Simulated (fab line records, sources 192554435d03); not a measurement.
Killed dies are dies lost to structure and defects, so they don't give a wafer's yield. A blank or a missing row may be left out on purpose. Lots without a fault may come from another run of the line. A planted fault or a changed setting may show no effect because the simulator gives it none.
fab line records | flow n5_finfet
record lots=5 wafers=15 last_day=18
route steps=1938 shown DUMMY_GATE@251 SPACER0@258 SD_EPI_N@262 BEOL_M4@1111 PASSIVATION@1936
lots that met no fault: from a run of the same line without faults
start_h: hours from the record's first day to the start of the lot's first wafer shown | wait_h: hours since the lot's step before | " the same as in the row above | L1.1+2: a row that stands for several wafers | - no value, or no start given | * or withheld: withheld | < > ~ a bound
route shown NAME@n: a module of which the file shows steps, and the number in the route of the first | usual: mean/standard deviation of fault-free wafers | same: alike in all rows | chamber/n: place in a boat | sites: the reading at each site | _std_site: their standard deviation | _edge_site: outer sites' mean less inner sites' | radius_mm: how far each site lies from the wafer's centre | mask NAME#n: copy n | behind: the tool/chamber that last shaped the wafer | hold: why the lot was held/for how many hours/how that ended | device: the transistor (n, p or np) that didn't switch | end of line: the same wafers' tests at the end of the route | a step without rows: its recipe alone | killed: dies lost to structure and defects at the first sort, not the wafer's yield | map: a wafer's dies, x killed, . not, _ none there
set.NAME: the setting as run; set.NAME@STEP: as run at that earlier step | model.NAME: the simulator's own value behind a step, which no gauge read
lots at some steps of the route; a table a step, a row a wafer
services: from which hour (start_h, from the record's first day; less than 0 if before it) a tool's chamber was out of use, for how many hours, and why
## steps
# step N5_DUMMY_GATE_STRIP_48
# recipe chemistry=N2/H2 time_s=20 power_w=100 temp_c=40 pressure_mtorr=100 rf_frequency_hz=6e+07 bias_power_w=3 n2_flow_sccm=300 h2_flow_sccm=300
# step N5_DUMMY_GATE_PRECLEAN_33
# recipe chemistry=dHF time_s=10 dilution=750:1 temp_c=25
# step N5_DUMMY_GATE_PRECLEAN_25
# recipe chemistry=O3/DIW time_s=45 temp_c=22 o3_ppm=10
# step N5_DUMMY_GATE_PRECLEAN_51
# recipe chemistry=SC2 time_s=45 temp_c=35 mix=1:1:50
# step N5_DUMMY_GATE_SRD_26
# recipe dry=ipa_marangoni time_s=30 temp_c=23 rinse_liquid=diw
# step N5_DUMMY_GATE_UV_OZONE_45
# recipe time_s=120 pressure_torr=760 temp_c=25
# step N5_SPACER0_ALD_07
# recipe material=SiNx target_thk_a=20 temp_c=400 ald_precursor_family=SiH2I2 ald_co_reactant=N2/H2-plasma pressure_torr=2
# step N5_SPACER0_ALD_00
# recipe material=SiOCN target_thk_a=35 temp_c=400 ald_precursor_family=alkyl-aminosilane ald_co_reactant=O2/N2-plasma pulse_time_s=3 purge_time_s=2 co_reactant_purge_time_s=2 ald_cycles=58 pressure_torr=2
# step N5_SPACER0_ALD_08
# recipe material=SiNx target_thk_a=20 temp_c=400 ald_precursor_family=SiH2I2 ald_co_reactant=N2/H2-plasma pressure_torr=2
# step N5_SD_EPI_N_COAT_32
# recipe resist=SOC temp_c=250 time_s=60 spin_rpm=1500 resist_thk_nm=350
# step N5_SD_EPI_N_COAT_33
# recipe resist=SiARC temp_c=220 time_s=60 spin_rpm=1500 resist_thk_nm=35
# usual plate_temp_C=220.00/0.17 resist_line_temp_C=23.03/0.1 spin_speed_rpm=1499.7/1.1
# columns lot.wafer tool chamber start_h wait_h plate_temp_C resist_line_temp_C spin_speed_rpm model.SiARC_of_SD_EPI_N_COAT_33.thk_nm
L789.1 litho_track-02 0 75.20 - 219.99 23.06 1500.4 35.2
L789.2 " 0 " " 219.84 23.14 1497.5 35.2
L789.6 " 0 " " 219.82 23.32 1501.1 35.2
L792.1 litho_track-05 0 90.43 - 220.17 22.96 1499.3 35
L792.3 " 0 " " 219.98 23.11 1499.2 34.8
L792.4 " 0 " " 220.04 23.15 1502.0 34.8
L801.2 litho_track-02 0 146.95 - 219.91 22.89 1431.4 35.8
L801.5 " 0 " " 219.82 22.94 1430.5 36
L801.6 " 0 " " 219.65 23.04 1430.9 35.8
L802.1 litho_track-02 0 150.02 - 219.94 22.89 1431.0 36
L802.4 " 0 " " 219.96 22.90 1431.5 36
L802.5 " 0 " " 219.92 22.79 1432.4 36
L806.1 litho_track-02 0 177.17 - 220.07 23.07 1430.1 36
L806.3 " 0 " " 219.86 22.84 1428.6 36
L806.5 " 0 " " 220.09 23.10 1431.1 36
# step N5_SD_EPI_N_COAT_03
# recipe resist=CAR-ArF-block spin_rpm=1500 resist_thk_nm=150
# step N5_SD_EPI_N_EBR_05
# recipe solvent=PGMEA ebr_width_mm=1.5
# step N5_SD_EPI_N_SOFTBAKE_04
# recipe temp_c=110 time_s=60 resist=CAR-ArF-block
# step N5_SD_EPI_N_EXPOSE_06
# recipe mask_id=SD_N_BLK na=1.35 source_shape=conventional sigma_outer=0.8 polarization=unpolarized target_cd_nm=120 dose_mj=39.75
# step N5_SD_EPI_N_PEB_07
# recipe peb_temp_c=110 peb_time_s=60 resist=CAR-ArF-block
# step N5_SD_EPI_N_DEVELOP_08
# recipe develop_time_s=30 developer=TMAH resist=CAR-ArF-block dev_temp_c=23 rinse_liquid=diw dry=air_spin
# step N5_SD_EPI_N_DESCUM_14
# recipe chemistry=O2 time_s=7.9 source_power_w=50 bias_power_w=20 pressure_mtorr=20 rf_frequency_hz=2.712e+07 temp_c=40 resist=CAR-ArF-block o2_flow_sccm=225
# step N5_SD_EPI_N_ETCH_34
# recipe chemistry=CF4 target=SiARC target_depth_a=455 mask_material=CAR-ArF-block time_s=75.8 ion_energy_ev=80 pressure_mtorr=40 source_w=545 bias_w=36 Ar_flow_sccm=100 cf4_flow_sccm=100 ends=cleared
# usual cf4_flow_sccm=100.0/0.33 drypump_motor_current_A=5.7/0.47 etch_rf_on_time_s=76.1/1.1 oes_product_au=0.64/0.062 rf_vpp_V=184.0/1.1 showerhead_plenum_p_Torr=2.14/0.072 throttle_valve_pct=15.76/0.2
# columns lot.wafer tool chamber start_h wait_h cf4_flow_sccm drypump_motor_current_A etch_rf_on_time_s oes_product_au rf_hours_counter_h rf_vpp_V showerhead_plenum_p_Torr throttle_valve_pct model.etch.depth_nm model.CAR-ArF-block_of_SD_EPI_N_COAT_03.thk_nm
L789.1 rie_diel-01 3 75.69 0.0 100.2 5.7 77.0 0.67 137 186.0 2.24 15.75 35.22 110.8
L789.2 " 1 " " 99.9 5.2 75.5 0.69 102 182.1 2.08 15.86 35.26 110.4
L789.6 " 0 " " 99.5 6.3 76.8 0.64 - 184.3 2.14 15.84 35.23 110.8
L792.1 rie_diel-02 2 90.92 0.0 99.9 6.7 74.8 0.60 217 184.1 2.21 15.95 35 110.8
L792.3 " 3 " " 100.1 5.4 76.0 0.59 221 184.1 2.20 15.85 34.85 111
L792.4 " 0 " " 99.9 5.8 75.2 0.58 228 183.6 2.11 15.95 34.9 111.2
L801.2 rie_diel-05 0 147.69 0.0 99.9 5.6 80.0 0.58 214 183.0 2.12 15.85 35.87 110
L801.5 " 0 " " 99.4 5.6 80.1 0.59 - 183.6 2.12 15.86 35.95 109.8
L801.6 " 1 " " 99.8 5.2 78.4 0.73 - 182.2 2.08 15.47 35.88 110
L802.1 rie_diel-02 1 150.51 0.0 100.0 5.8 77.8 0.72 66 185.6 2.26 15.79 36.03 110
L802.4 " 3 " " 100.5 5.4 79.6 0.58 241 183.0 2.19 15.89 36 110.6
L802.5 " 0 " " 100.3 5.9 78.9 0.56 - 183.4 2.10 16.00 36 110.4
L806.1 rie_diel-02 3 177.54 0.0 100.2 5.4 78.5 0.58 250 185.7 2.19 15.90 35.93 109.4
L806.3 " 1 " " 99.6 5.8 77.4 0.71 76 182.9 2.26 15.78 35.94 109.6
L806.5 " 3 " " 100.4 5.4 78.6 0.59 - 183.5 2.19 15.90 35.99 109.4
# step N5_SD_EPI_N_ETCH_35
# recipe chemistry=N2/H2 target=SOC overetch_a=1080 mask_material=SiARC temp_c=40 ion_energy_ev=100 source_w=3000 bias_w=133 pressure_mtorr=20 time_s=486 n2_flow_sccm=200 h2_flow_sccm=200
# step N5_SD_EPI_N_STRIP_36
# recipe chemistry=N2/H2 temp_c=40 n2_flow_sccm=200 h2_flow_sccm=200 rf_frequency_hz=6e+07
# step N5_SD_EPI_N_ETCHBACK_44
# recipe chemistry=CH3F/O2 mode=anisotropic_etchback target=SiNx target_depth_a=145 stop_on=SiO2 over_etch_frac=0.3 ion_energy_ev=120 pressure_mtorr=30 source_w=395 bias_w=73 Ar_flow_sccm=150 CH3F_flow_sccm=30 O2_flow_sccm=20
# step N5_SD_EPI_N_ETCH_45
# recipe chemistry=CH3F/O2 target=SiOCN target_depth_a=60 mask_material=SOC ion_energy_ev=60 bias_w=29 pressure_mtorr=15 source_w=410 Ar_flow_sccm=150 CH3F_flow_sccm=30 O2_flow_sccm=20
# step N5_SD_EPI_N_ETCH_16
# recipe chemistry=CHF3/O2 target=SiO2 target_depth_a=50 mask_material=SOC pressure_mtorr=30 source_w=650 bias_w=170 Ar_flow_sccm=200 CHF3_flow_sccm=50 O2_flow_sccm=5 ion_energy_ev=200
# usual drypump_motor_current_A=5.7/0.47 oes_product_au=0.75/0.072 rf_vpp_V=526/4.3 showerhead_plenum_p_Torr=2.41/0.079 throttle_valve_pct=19.03/0.19
# columns lot.wafer tool chamber start_h wait_h drypump_motor_current_A oes_product_au rf_hours_counter_h rf_vpp_V showerhead_plenum_p_Torr throttle_valve_pct model.SiARC_of_SD_EPI_N_COAT_33.thk_nm
L789.1 rie_diel-01 3 76.27 0.1 5.7 0.79 137 535 2.51 19.02 12.6
L789.2 " 1 " " 5.2 0.82 102 527 2.33 19.19 12.2
L789.6 " 0 " " 6.3 0.75 - 524 2.41 19.12 12.6
L792.1 rie_diel-02 2 91.50 0.1 6.7 0.70 217 518 2.48 19.20 12.4
L792.3 " 3 " " 5.4 0.70 221 525 2.48 19.09 12.6
L792.4 " 0 " " 5.9 0.68 228 531 2.38 19.23 12.4
L801.2 rie_diel-05 0 148.28 0.1 5.7 0.70 214 530 2.39 19.09 13.8
L801.5 " 0 " " 5.7 0.71 - 530 2.38 19.08 14
L801.6 " 1 " " 5.2 0.86 - 529 2.34 18.77 13.2
L802.1 rie_diel-02 1 151.09 0.1 5.8 0.84 67 528 2.53 19.06 13.2
L802.4 " 3 " " 5.4 0.69 241 525 2.47 19.13 13.4
L802.5 " 0 " " 5.9 0.67 - 532 2.37 19.26 13.4
L806.1 rie_diel-02 3 178.12 0.1 5.4 0.68 250 525 2.46 19.14 13.4
L806.3 " 1 " " 5.8 0.83 77 528 2.53 19.07 13.2
L806.5 " 3 " " 5.4 0.68 - 524 2.47 19.13 13.6
# step N5_SD_EPI_N_STRIP_47
# recipe chemistry=CHF3/O2 resist=SiARC rf_frequency_hz=6e+07
# step N5_BEOL_M4_RC_MEAS_101
# usual DIBL_N=35.8/1.4 DIBL_P=35.8/1.6 IOFF_N=0.152/0.021 IOFF_P=0.204/0.027 ION_N=672/8.7 ION_P=461/6.2 SS_N=71.5/0.54 SS_P=73.1/0.57 VT_N=250.0/2.5 VT_P=-250.6/2.7
# columns lot.wafer tool chamber start_h wait_h DIBL_N[mV/V] DIBL_P[mV/V] IOFF_N[nA/um] IOFF_P[nA/um] ION_N[uA/um] ION_P[uA/um] SS_N[mV/dec] SS_P[mV/dec] VT_N[mV] VT_P[mV]
L789.1 prober-02 0 198.87 0.0 37.8 39.8 0.215 0.286 680 470 71.7 74.0 243.1 -245.3
L789.2 " 0 " " 34.1 34.8 0.129 0.189 671 468 70.6 72.2 249.4 -250.8
L789.6 " 0 " " 36.0 36.2 0.151 0.215 674 463 70.9 72.2 250.3 -248.8
L792.1 prober-02 0 225.32 0.0 33.8 34.2 0.122 0.188 671 472 69.9 72.0 251.8 -248.4
L792.3 " 0 " " 33.8 34.4 0.123 0.185 673 463 71.0 72.3 251.4 -248.0
L792.4 " 0 " " 35.0 35.7 0.135 0.198 671 463 70.9 72.3 250.8 -249.4
L801.2 prober-02 0 269.78 0.2 33.7 33.9 0.118 0.161 656 452 71.0 72.4 253.8 -254.8
L801.5 " 0 " " 33.9 34.6 0.120 0.166 658 452 71.0 72.8 253.3 -254.3
L801.6 " 0 " " 35.3 35.7 0.142 0.190 663 455 71.5 72.5 249.9 -252.3
L802.1 prober-02 0 274.56 0.0 38.4 36.9 0.168 0.237 684 466 71.4 72.9 249.6 -248.1
L802.4 " 0 " " 37.3 35.2 0.147 0.211 664 460 71.5 73.4 252.0 -250.0
L802.5 " 0 " " 36.9 33.7 0.133 0.186 669 460 71.5 72.9 252.3 -251.4
L806.1 prober-01 0 308.17 0.0 37.6 37.0 0.195 0.238 675 469 71.7 73.3 247.3 -248.0
L806.3 " 0 " " 37.1 36.8 0.183 0.251 674 472 72.2 73.9 248.4 -242.6
L806.5 " 0 " " 35.7 35.2 0.154 0.212 660 461 71.3 73.3 249.9 -244.7
# step N5_PASSIVATION_PROBE_49
# usual defect_limited_yield=91.6/1.4 killed_at_M0_to_M3=33/9.7 killed_at_M4_up=13/5.4 killed_at_contacts=13/6.6 killed_at_front_end=36/11 killed_at_other=3.9/3 killed_dies=99/16 killed_open=66/12 killed_short=32/7.9 sort_bin_5_function=4.9/0.9 sort_bin_6_memory=3.2/0.67 sort_n_pass=1081/16 sort_yield_pct=91.6/1.4
# same gross_dies=1180 killed_at_back_side=0 sort_bin_4_leakage[%]=0 sort_bin_8_speed[%]=0
# columns lot.wafer tool chamber start_h wait_h defect_limited_yield[%] killed_at_M0_to_M3 killed_at_M4_up killed_at_contacts killed_at_front_end killed_at_other killed_dies killed_open killed_short sort_bin_5_function[%] sort_bin_6_memory[%] sort_n_pass sort_yield_pct[%]
L789.1 prober-01 - 309.10 0.4 93.3 43 12 3 21 0 79 47 29 4.5 1.9 1101 93.3
L789.2 prober-01 - 309.15 0.5 91.5 42 15 5 37 1 100 64 33 4.9 3.1 1080 91.5
L789.6 prober-01 - 309.35 0.7 90.4 29 11 12 53 8 113 67 44 5.7 3.7 1067 90.4
L792.1 prober-01 - 333.45 0.0 89.4 38 19 13 52 3 125 85 39 5.8 4.6 1055 89.4
L792.3 prober-01 - 333.55 0.1 90.1 48 18 19 25 7 117 84 33 5.8 4.0 1063 90.1
L792.4 prober-01 - 333.60 0.2 89.6 29 20 24 47 3 123 89 34 6.6 3.6 1057 89.6
L801.2 prober-01 - 370.97 0.1 92.4 28 16 9 35 2 90 67 20 4.4 3.1 1090 92.4
L801.5 prober-01 - 371.12 0.2 93.2 27 13 1 33 6 80 47 33 4.1 2.5 1100 93.2
L801.6 prober-01 - 371.17 0.3 90.3 47 6 12 42 8 115 74 34 5.7 3.5 1065 90.3
# killed by level:class
L789.1 BEOL_M1:geometric_particle:open=10 BEOL_M3:geometric_particle:open=9 BEOL_M1:geometric_particle:short=6 STI_FIN_REVEAL:geometric_particle:open=5 BEOL_M0:geometric_particle:open=5 FIN_SAQP:geometric_particle:open=4 BEOL_M0_SAQP:geometric_particle:short=4 BEOL_M0_SAQP:geometric_particle:open=4
L789.2 FIN_SAQP:geometric_particle:open=10 BEOL_M1:geometric_particle:open=10 FIN_SAQP:geometric_particle:short=9 BEOL_M3:geometric_particle:open=9 BEOL_M0_SAQP:geometric_particle:open=8 MOL_CONTACT_COAG:geometric_particle:open=5 BEOL_M1:geometric_particle:short=5 BEOL_M0_SAQP:geometric_particle:short=4
L789.6 STI_FIN_REVEAL:geometric_particle:open=16 MOL_CONTACT_COAG:geometric_particle:open=11 BEOL_M0_SAQP:geometric_particle:short=11 FIN_SAQP:geometric_particle:open=9 FIN_SAQP:geometric_particle:short=8 STARTING-WAFER:geometric_particle:open=6 BEOL_M0_SAQP:geometric_particle:open=5 BEOL_M3:geometric_particle:open=5
L792.1 FIN_SAQP:geometric_particle:open=15 FIN_SAQP:geometric_particle:short=12 BEOL_M2:geometric_particle:open=12 BEOL_M1:geometric_particle:open=10 MOL_CONTACT_COAG:geometric_particle:open=8 DUMMY_GATE:geometric_particle:open=7 BEOL_M4:geometric_particle:open=7 GATE_CUT:geometric_particle:short=5
L792.3 BEOL_M1:geometric_particle:open=18 MOL_CONTACT_COAG:geometric_particle:open=16 FIN_SAQP:geometric_particle:open=8 BEOL_M0_SAQP:geometric_particle:short=8 BEOL_M4:geometric_particle:open=8 FIN_SAQP:geometric_particle:short=7 BEOL_M1:geometric_particle:short=6 BEOL_M0_SAQP:geometric_particle:open=5
L792.4 MOL_CONTACT_COAG:geometric_particle:open=21 FIN_SAQP:geometric_particle:short=9 FIN_SAQP:geometric_particle:open=9 BEOL_M0_SAQP:geometric_particle:open=8 BEOL_M4:geometric_particle:open=8 BEOL_M2:geometric_particle:open=7 STI_FIN_REVEAL:geometric_particle:open=6 DUMMY_GATE:geometric_particle:open=5
L801.2 STI_FIN_REVEAL:geometric_particle:open=11 BEOL_M4:geometric_particle:open=9 BEOL_M0:geometric_particle:open=9 MOL_CONTACT_COAG:geometric_particle:open=6 BEOL_M0_SAQP:geometric_particle:open=5 STARTING-WAFER:geometric_particle:open=5 BEOL_M2:geometric_particle:open=4 FIN_SAQP:geometric_particle:open=3
L801.5 GATE_CUT:geometric_particle:short=8 BEOL_M0_SAQP:geometric_particle:short=8 STI_FIN_REVEAL:geometric_particle:open=6 BEOL_M2:geometric_particle:open=6 BEOL_M0_SAQP:geometric_particle:open=5 GATE_CUT:geometric_particle:open=4 STARTING-WAFER:geometric_particle:short=4 ILD0:geometric_particle:short=3
L801.6 STI_FIN_REVEAL:geometric_particle:open=19 BEOL_M0_SAQP:geometric_particle:open=14 BEOL_M0_SAQP:geometric_particle:short=12 MOL_CONTACT_COAG:geometric_particle:open=8 BEOL_M2:geometric_particle:open=7 MIM_TOP:geometric_particle:short=6 GATE_CUT:geometric_particle:short=5 BEOL_M0:geometric_particle:open=5
## services
# columns tool chamber start_h hours kind
rie_diel-02 3 59.04 16.3 repair
rie_diel-02 - 82.84 0.6 repair
rie_diel-01 2 94.27 9.5 repair
rie_diel-02 2 123.29 4.0 repair
rie_diel-02 0 163.18 3.9 repair
rie_diel-02 0 167.15 - clean
rie_diel-02 0 167.15 - consumable_replace:focus_ring
rie_diel-02 0 167.15 24.5 scheduled_down
rie_diel-02 0 167.15 24.5 vent_cycle
## key
first_sign step=N5_SD_EPI_N_COAT_33 reading=spin_speed_rpm direction=down sigmas=60 usual=* struck=*
effect none on later readings
model_effect step=N5_SD_EPI_N_COAT_33 value=SiARC_of_SD_EPI_N_COAT_33.thk_nm without=35.13 struck=35.96
model_effect step=N5_SD_EPI_N_ETCH_34 value=etch.depth_nm without=35.12 struck=35.96
model_effect step=N5_SD_EPI_N_ETCH_16 value=SiARC_of_SD_EPI_N_COAT_33.thk_nm without=12.6 struck=13.47
met_at N5_SD_EPI_N_COAT_33
struck_wafers L801.2,L801.5,L801.6,L802.1,L802.4,L802.5,L806.1,L806.3,L806.5
onset_between 75.20 146.95
fault kind=process_parameter_drift tool=litho_track-02 chamber=- onset_h=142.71 steps=N5_SD_EPI_N_COAT_33 channel=spin_rpm offset=* shape=step end_h=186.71 acts_in=* stated=*
